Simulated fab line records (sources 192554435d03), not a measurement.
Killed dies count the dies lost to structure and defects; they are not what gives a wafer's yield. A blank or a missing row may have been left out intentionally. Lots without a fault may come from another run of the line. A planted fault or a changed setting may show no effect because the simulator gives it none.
What tool caused it? :: flow n5-finfet :: 9 lots with 26 wafers sampled at 6 steps, on a route of 1938 steps

== WHAT EACH GAUGE READ, for each wafer ==
N5_MOL_CONTACT_COAG_CD_MEAS_101 targets a cd of 16 nm. Usual: cd-nm at 16.0 nm, with a standard deviation of 0.47.
lot: L319
measured: day 5 23:22
on: cd-sem-02
cd-nm (nm): 17.0 16.4 15.6
flag: 

lot: L328
measured: day 8 04:44
on: cd-sem-03
cd-nm (nm): 15.3 15.8
flag: 

lot: L332
measured: day 9 04:04
on: cd-sem-03
cd-nm (nm): 16.4 16.1 15.9
flag: 

lot: L334
measured: day 9 11:04
on: cd-sem-03
cd-nm (nm): 16.6 16.7 16.1
flag: 

lot: L333
measured: day 9 11:13
on: cd-sem-03
cd-nm (nm): 15.1 15.6 14.9
flag: 

lot: L337
measured: day 10 11:52
on: cd-sem-03
cd-nm (nm): 16.4 16.6 16.3
flag: 

lot: L338
measured: day 10 11:59
on: cd-sem-02
cd-nm (nm): 15.9 16.4 16.6
flag: 

lot: L340
measured: day 10 23:36
on: cd-sem-01
cd-nm (nm): 16.0 15.8 16.8
flag: 

lot: L339
measured: day 10 23:55
on: cd-sem-01
cd-nm (nm): 16.0 16.7 15.9
flag: 

N5_BEOL_M4_RC_MEAS_101. Usual: DIBL_N 35.4 mV/V, standard deviation 2.1; DIBL_P 34.8 mV/V, standard deviation 2.6; IOFF_N 0.15 nA/um, standard deviation 0.037; IOFF_P 0.19 nA/um, standard deviation 0.037; ION_N 677 uA/um, standard deviation 16; ION_P 462 uA/um, standard deviation 9.3; SS_N 71.4 mV/dec, standard deviation 0.75; SS_P 72.9 mV/dec, standard deviation 0.77; VT_N 250 mV, standard deviation 3.7; VT_P -251 mV, standard deviation 3.5.
lot: L319
measured: day 9 05:58
on: prober-01
DIBL_N (mV/V): 35.3 36.9 31.4
DIBL_P (mV/V): 35.4 36.0 29.3
IOFF_N (nA/um): 0.15 0.16 0.09
IOFF_P (nA/um): 0.19 0.18 0.12
ION_N (uA/um): 690 677 657
ION_P (uA/um): 464 453 449
SS_N (mV/dec): 71.8 71.4 70.0
SS_P (mV/dec): 73.3 72.7 71.3
VT_N (mV): 245 250 256
VT_P (mV): -253 -255 -259
flag: 

lot: L328
measured: day 11 11:22
on: prober-02
DIBL_N (mV/V): 36.9 32.7
DIBL_P (mV/V): 36.9 31.6
IOFF_N (nA/um): 0.18 0.11
IOFF_P (nA/um): 0.22 0.14
ION_N (uA/um): 691 669
ION_P (uA/um): 473 457
SS_N (mV/dec): 71.5 70.9
SS_P (mV/dec): 73.6 72.1
VT_N (mV): 247 253
VT_P (mV): -248 -254
flag: 

lot: L332
measured: day 11 20:48
on: prober-02
DIBL_N (mV/V): 38.6 33.9 39.1
DIBL_P (mV/V): 39.2 33.0 38.8
IOFF_N (nA/um): 0.20 0.12 0.18
IOFF_P (nA/um): 0.24 0.15 0.23
ION_N (uA/um): 681 668 672
ION_P (uA/um): 474 460 464
SS_N (mV/dec): 72.1 71.0 71.7
SS_P (mV/dec): 73.5 72.4 73.8
VT_N (mV): 248 252 251
VT_P (mV): -249 -255 -251
flag: 

lot: L334
measured: day 12 05:58
on: prober-01
DIBL_N (mV/V): 33.1 32.3 33.5
DIBL_P (mV/V): 32.2 31.9 33.4
IOFF_N (nA/um): 0.11 0.11 0.13
IOFF_P (nA/um): 0.15 0.15 0.16
ION_N (uA/um): 662 682 668
ION_P (uA/um): 448 472 456
SS_N (mV/dec): 69.8 70.4 71.0
SS_P (mV/dec): 71.9 73.0 72.7
VT_N (mV): 252 253 251
VT_P (mV): -255 -253 -251
flag: 

lot: L333
measured: day 12 14:50
on: prober-01
DIBL_N (mV/V): 37.6 35.6 38.4
DIBL_P (mV/V): 37.1 36.4 37.6
IOFF_N (nA/um): 0.17 0.13 0.22
IOFF_P (nA/um): 0.22 0.20 0.24
ION_N (uA/um): 678 662 669
ION_P (uA/um): 467 464 460
SS_N (mV/dec): 71.9 71.2 72.4
SS_P (mV/dec): 73.8 72.4 73.7
VT_N (mV): 248 254 249
VT_P (mV): -246 -250 -248
flag: 

lot: L337
measured: day 13 15:20
on: prober-01
DIBL_N (mV/V): 35.9 39.2 35.8
DIBL_P (mV/V): 34.1 39.1 33.8
IOFF_N (nA/um): 0.13 0.20 0.13
IOFF_P (nA/um): 0.15 0.22 0.14
ION_N (uA/um): 656 709 668
ION_P (uA/um): 449 469 445
SS_N (mV/dec): 71.6 72.2 71.5
SS_P (mV/dec): 72.8 74.6 73.2
VT_N (mV): 255 245 254
VT_P (mV): -254 -253 -261
flag: 

lot: L338
measured: day 13 15:49
on: prober-01
DIBL_N (mV/V): 40.6 38.2 36.6
DIBL_P (mV/V): 40.7 37.9 36.7
IOFF_N (nA/um): 0.28 0.23 0.18
IOFF_P (nA/um): 0.31 0.25 0.22
ION_N (uA/um): 709 708 702
ION_P (uA/um): 480 479 478
SS_N (mV/dec): 73.2 72.2 72.0
SS_P (mV/dec): 74.6 73.6 73.9
VT_N (mV): 241 244 246
VT_P (mV): -246 -245 -247
flag: 

lot: L340
measured: day 14 14:02
on: prober-02
DIBL_N (mV/V): 38.0 36.1 36.0
DIBL_P (mV/V): 40.0 37.1 36.9
IOFF_N (nA/um): 0.22 0.18 0.17
IOFF_P (nA/um): 0.26 0.23 0.21
ION_N (uA/um): 710 701 689
ION_P (uA/um): 477 476 467
SS_N (mV/dec): 72.6 71.7 71.4
SS_P (mV/dec): 73.7 73.3 73.6
VT_N (mV): 242 247 246
VT_P (mV): -247 -250 -250
flag: 

lot: L339
measured: day 14 15:19
on: prober-01
DIBL_N (mV/V): 35.5 32.7 35.4
DIBL_P (mV/V): 35.0 31.9 36.6
IOFF_N (nA/um): 0.15 0.11 0.16
IOFF_P (nA/um): 0.23 0.18 0.25
ION_N (uA/um): 676 672 688
ION_P (uA/um): 468 472 474
SS_N (mV/dec): 71.7 70.3 71.5
SS_P (mV/dec): 73.1 71.7 72.9
VT_N (mV): 254 254 249
VT_P (mV): -243 -247 -244
flag: 

== WHAT TOOL EACH LOT RAN ON (gives the tool, then ch and the chambers of the sampled wafers, and finally the start) ==
lot: L319
N5_MOL_CONTACT_COAG_ETCH_124: rie-diel-01 ch 0,1,3, day 5 23:02
N5_BEOL_M0_SAQP_HM_DEP_02: pvd-sputter-03, day 6 04:58
N5_BEOL_M0_SAQP_PECVD_03: pecvd-01 ch 1,2, day 6 05:05
N5_BEOL_M0_ETCH_138: rie-diel-03 ch 0,1,2, day 6 12:16

lot: L328
N5_MOL_CONTACT_COAG_ETCH_124: rie-diel-01 ch 1,2, day 8 04:25
N5_BEOL_M0_SAQP_HM_DEP_02: pvd-sputter-03, day 8 10:44
N5_BEOL_M0_SAQP_PECVD_03: pecvd-01 ch 1,2, day 8 10:51
N5_BEOL_M0_ETCH_138: rie-diel-01 ch 1,2, day 8 21:51

lot: L332
N5_MOL_CONTACT_COAG_ETCH_124: rie-diel-03 ch 1,3, day 9 03:45
N5_BEOL_M0_SAQP_HM_DEP_02: pvd-sputter-03, day 9 10:30
N5_BEOL_M0_SAQP_PECVD_03: pecvd-02 ch 0,1, day 9 10:37
N5_BEOL_M0_ETCH_138: rie-diel-05 ch 0,1,3, day 9 19:53

lot: L334
N5_MOL_CONTACT_COAG_ETCH_124: rie-diel-01 ch 0,2, day 9 10:44
N5_BEOL_M0_SAQP_HM_DEP_02: pvd-sputter-02, day 9 16:44
N5_BEOL_M0_SAQP_PECVD_03: pecvd-02 ch 1,2, day 9 16:51
N5_BEOL_M0_ETCH_138: rie-diel-05 ch 0,2, day 10 00:13

lot: L333
N5_MOL_CONTACT_COAG_ETCH_124: rie-diel-03 ch 2,3, day 9 10:54
N5_BEOL_M0_SAQP_HM_DEP_02: pvd-sputter-01, day 9 19:56
N5_BEOL_M0_SAQP_PECVD_03: pecvd-04 ch 0,1,2, day 9 20:04
N5_BEOL_M0_ETCH_138: rie-diel-03 ch 1,2,3, day 10 02:25

lot: L337
N5_MOL_CONTACT_COAG_ETCH_124: rie-diel-05 ch 0,3, day 10 11:32
N5_BEOL_M0_SAQP_HM_DEP_02: pvd-sputter-03, day 10 17:11
N5_BEOL_M0_SAQP_PECVD_03: pecvd-02 ch 0,1,2, day 10 17:20
N5_BEOL_M0_ETCH_138: rie-diel-03 ch 0,1,3, day 11 00:11

lot: L338
N5_MOL_CONTACT_COAG_ETCH_124: rie-diel-03 ch 0,1,2, day 10 11:40
N5_BEOL_M0_SAQP_HM_DEP_02: pvd-sputter-02, day 10 22:21
N5_BEOL_M0_SAQP_PECVD_03: pecvd-02 ch 1,2, day 10 22:28
N5_BEOL_M0_ETCH_138: rie-diel-01 ch 2,3, day 11 05:07

lot: L340
N5_MOL_CONTACT_COAG_ETCH_124: rie-diel-05 ch 1,2, day 10 23:17
N5_BEOL_M0_SAQP_HM_DEP_02: pvd-sputter-03, day 11 04:20
N5_BEOL_M0_SAQP_PECVD_03: pecvd-02 ch 0,2, day 11 04:28
N5_BEOL_M0_ETCH_138: rie-diel-01 ch 0,2, day 11 12:23

lot: L339
N5_MOL_CONTACT_COAG_ETCH_124: rie-diel-01 ch 0,1,3, day 10 23:36
N5_BEOL_M0_SAQP_HM_DEP_02: pvd-sputter-01, day 11 07:11
N5_BEOL_M0_SAQP_PECVD_03: pecvd-02 ch 0,1,2, day 11 07:18
N5_BEOL_M0_ETCH_138: rie-diel-01 ch 0,1,3, day 11 14:25
- N5_MOL_CONTACT_COAG_ETCH_124: etches SiNx in CH3F/O2, stops on SiOC, target depth 6.5 nm.
- N5_BEOL_M0_SAQP_HM_DEP_02: deposits TiN, target thk 12 nm.
- N5_BEOL_M0_SAQP_PECVD_03: deposits SiCN from 3MS/NH3, target thk 12 nm, time 21.1 s.
- N5_BEOL_M0_ETCH_138: etches SiCN in CH3F/O2, target depth 12 nm, time 31.6 s.

== AS READ BY THE TOOLS THEMSELVES (means over the sampled wafers that have a number; for cases with no such wafer, the mark the record gives instead) ==
N5_MOL_CONTACT_COAG_ETCH_124. Usual: O2_flow_sccm 20.01 sccm, standard deviation 0.062; drypump-motor-current-A 5.8 A, standard deviation 0.32; oes-product-au 0.71 a.u., standard deviation 0.079; rf-vpp-V 297 V, standard deviation 4.7; showerhead-plenum-p-Torr 2.02 Torr, standard deviation 0.066; throttle-valve-pct 16.35 %, standard deviation 0.21.
lot: L319
tool: rie-diel-01
O2_flow_sccm (sccm): 20.02
drypump-motor-current-A (A): 5.7
oes-product-au (a.u.): 0.66
rf-vpp-V (V): 296
showerhead-plenum-p-Torr (Torr): 2.00
throttle-valve-pct (%): 16.36
flag: 

lot: L328
tool: rie-diel-01
O2_flow_sccm (sccm): 20.00
drypump-motor-current-A (A): 6.1
oes-product-au (a.u.): 0.75
rf-vpp-V (V): 302
showerhead-plenum-p-Torr (Torr): 2.08
throttle-valve-pct (%): 16.26
flag: 

lot: L332
tool: rie-diel-03
O2_flow_sccm (sccm): 20.04
drypump-motor-current-A (A): 5.5
oes-product-au (a.u.): 0.67
rf-vpp-V (V): 294
showerhead-plenum-p-Torr (Torr): 1.99
throttle-valve-pct (%): 16.38
flag: 

lot: L334
tool: rie-diel-01
O2_flow_sccm (sccm): 20.03
drypump-motor-current-A (A): 6.2
oes-product-au (a.u.): 0.71
rf-vpp-V (V): 298
showerhead-plenum-p-Torr (Torr): 2.03
throttle-valve-pct (%): 16.47
flag: 

lot: L333
tool: rie-diel-03
O2_flow_sccm (sccm): 20.04
drypump-motor-current-A (A): 5.7
oes-product-au (a.u.): 0.65
rf-vpp-V (V): 288
showerhead-plenum-p-Torr (Torr): 1.96
throttle-valve-pct (%): 16.32
flag: 

lot: L337
tool: rie-diel-05
O2_flow_sccm (sccm): 19.92
drypump-motor-current-A (A): 5.5
oes-product-au (a.u.): 0.72
rf-vpp-V (V): 297
showerhead-plenum-p-Torr (Torr): 1.95
throttle-valve-pct (%): 16.37
flag: 

lot: L338
tool: rie-diel-03
O2_flow_sccm (sccm): 19.97
drypump-motor-current-A (A): 5.5
oes-product-au (a.u.): 0.60
rf-vpp-V (V): 297
showerhead-plenum-p-Torr (Torr): 1.95
throttle-valve-pct (%): 16.58
flag: 

lot: L340
tool: rie-diel-05
O2_flow_sccm (sccm): 20.08
drypump-motor-current-A (A): 5.8
oes-product-au (a.u.): 0.75
rf-vpp-V (V): 297
showerhead-plenum-p-Torr (Torr): 1.98
throttle-valve-pct (%): 16.38
flag: 

lot: L339
tool: rie-diel-01
O2_flow_sccm (sccm): 19.99
drypump-motor-current-A (A): 5.7
oes-product-au (a.u.): 0.70
rf-vpp-V (V): 297
showerhead-plenum-p-Torr (Torr): 2.07
throttle-valve-pct (%): 16.27
flag: 

N5_BEOL_M0_SAQP_HM_DEP_02. Usual: throttle-valve-pct at 30.7 %, with a standard deviation of 0.85.
lot: L319
tool: pvd-sputter-03
throttle-valve-pct (%): 29.9
flag: 

lot: L328
tool: pvd-sputter-03
throttle-valve-pct (%): 31.6
flag: 

lot: L332
tool: pvd-sputter-03
throttle-valve-pct (%): 30.6
flag: 

lot: L334
tool: pvd-sputter-02
throttle-valve-pct (%): 30.3
flag: 

lot: L333
tool: pvd-sputter-01
throttle-valve-pct (%): 30.8
flag: 

lot: L337
tool: pvd-sputter-03
throttle-valve-pct (%): 29.3
flag: 

lot: L338
tool: pvd-sputter-02
throttle-valve-pct (%): 30.2
flag: 

lot: L340
tool: pvd-sputter-03
throttle-valve-pct (%): 31.5
flag: 

lot: L339
tool: pvd-sputter-01
throttle-valve-pct (%): 31.2
flag: 

N5_BEOL_M0_SAQP_PECVD_03. Usual: run-length-s 51.4 s, standard deviation 0.51; showerhead-plenum-p-Torr 3.669 Torr, standard deviation 0.013; throttle-valve-pct 9.1 %, standard deviation 0.54.
lot: L319
tool: pecvd-01
run-length-s (s): 51.4
showerhead-plenum-p-Torr (Torr): 3.654
throttle-valve-pct (%): 9.5
flag: 

lot: L328
tool: pecvd-01
run-length-s (s): 47.5
showerhead-plenum-p-Torr (Torr): 3.660
throttle-valve-pct (%): 9.4
flag: OFF

lot: L332
tool: pecvd-02
run-length-s (s): 50.7
showerhead-plenum-p-Torr (Torr): 3.679
throttle-valve-pct (%): 9.3
flag: 

lot: L334
tool: pecvd-02
run-length-s (s): 51.3
showerhead-plenum-p-Torr (Torr): 3.683
throttle-valve-pct (%): 9.6
flag: 

lot: L333
tool: pecvd-04
run-length-s (s): 51.6
showerhead-plenum-p-Torr (Torr): 3.665
throttle-valve-pct (%): 8.7
flag: 

lot: L337
tool: pecvd-02
run-length-s (s): 51.3
showerhead-plenum-p-Torr (Torr): 3.681
throttle-valve-pct (%): 9.3
flag: 

lot: L338
tool: pecvd-02
run-length-s (s): 51.7
showerhead-plenum-p-Torr (Torr): 3.681
throttle-valve-pct (%): 9.6
flag: 

lot: L340
tool: pecvd-02
run-length-s (s): 50.8
showerhead-plenum-p-Torr (Torr): 3.679
throttle-valve-pct (%): 9.2
flag: 

lot: L339
tool: pecvd-02
run-length-s (s): 51.0
showerhead-plenum-p-Torr (Torr): 3.675
throttle-valve-pct (%): 9.4
flag: 

N5_BEOL_M0_ETCH_138. Usual: O2_flow_sccm 20.00 sccm, standard deviation 0.056; drypump-motor-current-A 5.7 A, standard deviation 0.32; etch-rf-on-time-s 28.9 s, standard deviation 1; oes-product-au 0.70 a.u., standard deviation 0.076; rf-vpp-V 297.5 V, standard deviation 1.7; showerhead-plenum-p-Torr 2.01 Torr, standard deviation 0.07; throttle-valve-pct 16.38 %, standard deviation 0.2.
lot: L319
tool: rie-diel-03
O2_flow_sccm (sccm): 19.97
drypump-motor-current-A (A): 5.5
etch-rf-on-time-s (s): 29.4
oes-product-au (a.u.): 0.63
rf-vpp-V (V): 296.9
showerhead-plenum-p-Torr (Torr): 1.96
throttle-valve-pct (%): 16.50
flag: 

lot: L328
tool: rie-diel-01
O2_flow_sccm (sccm): 20.05
drypump-motor-current-A (A): 6.1
etch-rf-on-time-s (s): 20.9
oes-product-au (a.u.): 0.74
rf-vpp-V (V): 297.4
showerhead-plenum-p-Torr (Torr): 2.08
throttle-valve-pct (%): 16.28
flag: OFF

lot: L332
tool: rie-diel-05
O2_flow_sccm (sccm): 19.99
drypump-motor-current-A (A): 5.6
etch-rf-on-time-s (s): 28.7
oes-product-au (a.u.): 0.72
rf-vpp-V (V): 297.0
showerhead-plenum-p-Torr (Torr): 1.99
throttle-valve-pct (%): 16.24
flag: 

lot: L334
tool: rie-diel-05
O2_flow_sccm (sccm): 19.99
drypump-motor-current-A (A): 5.9
etch-rf-on-time-s (s): 28.5
oes-product-au (a.u.): 0.74
rf-vpp-V (V): 296.7
showerhead-plenum-p-Torr (Torr): 1.95
throttle-valve-pct (%): 16.41
flag: 

lot: L333
tool: rie-diel-03
O2_flow_sccm (sccm): 20.02
drypump-motor-current-A (A): 5.5
etch-rf-on-time-s (s): 29.2
oes-product-au (a.u.): 0.65
rf-vpp-V (V): 296.5
showerhead-plenum-p-Torr (Torr): 1.95
throttle-valve-pct (%): 16.42
flag: 

lot: L337
tool: rie-diel-03
O2_flow_sccm (sccm): 19.95
drypump-motor-current-A (A): 5.5
etch-rf-on-time-s (s): 28.0
oes-product-au (a.u.): 0.64
rf-vpp-V (V): 296.3
showerhead-plenum-p-Torr (Torr): 2.00
throttle-valve-pct (%): 16.56
flag: 

lot: L338
tool: rie-diel-01
O2_flow_sccm (sccm): 19.98
drypump-motor-current-A (A): 5.8
etch-rf-on-time-s (s): 27.5
oes-product-au (a.u.): 0.78
rf-vpp-V (V): 299.2
showerhead-plenum-p-Torr (Torr): 2.08
throttle-valve-pct (%): 16.28
flag: 

lot: L340
tool: rie-diel-01
O2_flow_sccm (sccm): 19.95
drypump-motor-current-A (A): 6.2
etch-rf-on-time-s (s): 28.3
oes-product-au (a.u.): 0.69
rf-vpp-V (V): 297.2
showerhead-plenum-p-Torr (Torr): 2.03
throttle-valve-pct (%): 16.50
flag: 

lot: L339
tool: rie-diel-01
O2_flow_sccm (sccm): 20.02
drypump-motor-current-A (A): 5.7
etch-rf-on-time-s (s): 29.9
oes-product-au (a.u.): 0.69
rf-vpp-V (V): 298.4
showerhead-plenum-p-Torr (Torr): 2.07
throttle-valve-pct (%): 16.27
flag: 

== THE ANSWER, worked out from the rows above alone ==
Rule: lot off if the mean of its wafers having a number is beyond 3 standard deviations from the usual mean. Also off: a lot with no number at a reading for which 4 or more lots have one. Where the step has rows for the other lots, those lots are counted as sound. First the gauges in route order, then the tools' own readings, where a lot's mean is used as printed above. The first step at which some lot is off is used, and at that step the reading that is off furthest; a lot without a number counts as furthest.
Off: L328 (N5_BEOL_M0_SAQP_PECVD_03, run-length-s).
If a tool, at that step or one of the process steps before it, ran each lot that is off and ran no sound lot following the first of them, it fits. One fits: pecvd-01 at N5_BEOL_M0_SAQP_PECVD_03. Its last sound lot is L319 (day 6 05:05), its first lot that is off L328 (day 8 10:51): a fault that began between those two fits.
The tool's own readings at N5_BEOL_M0_SAQP_PECVD_03 bear it out: on the lots that are off they differ by more than 5 times the standard deviation of the sound lots' means. run-length-s reads 47.5 s there against 51.2 s on the sound lots.

== WHAT HAD BEEN PUT IN BY THE SIMULATOR ==
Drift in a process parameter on pecvd-01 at N5_BEOL_M0_SAQP_PECVD_03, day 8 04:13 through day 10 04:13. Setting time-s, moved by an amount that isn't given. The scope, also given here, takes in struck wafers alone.
Shown lots that were struck: L328. Same finding as the rule above.
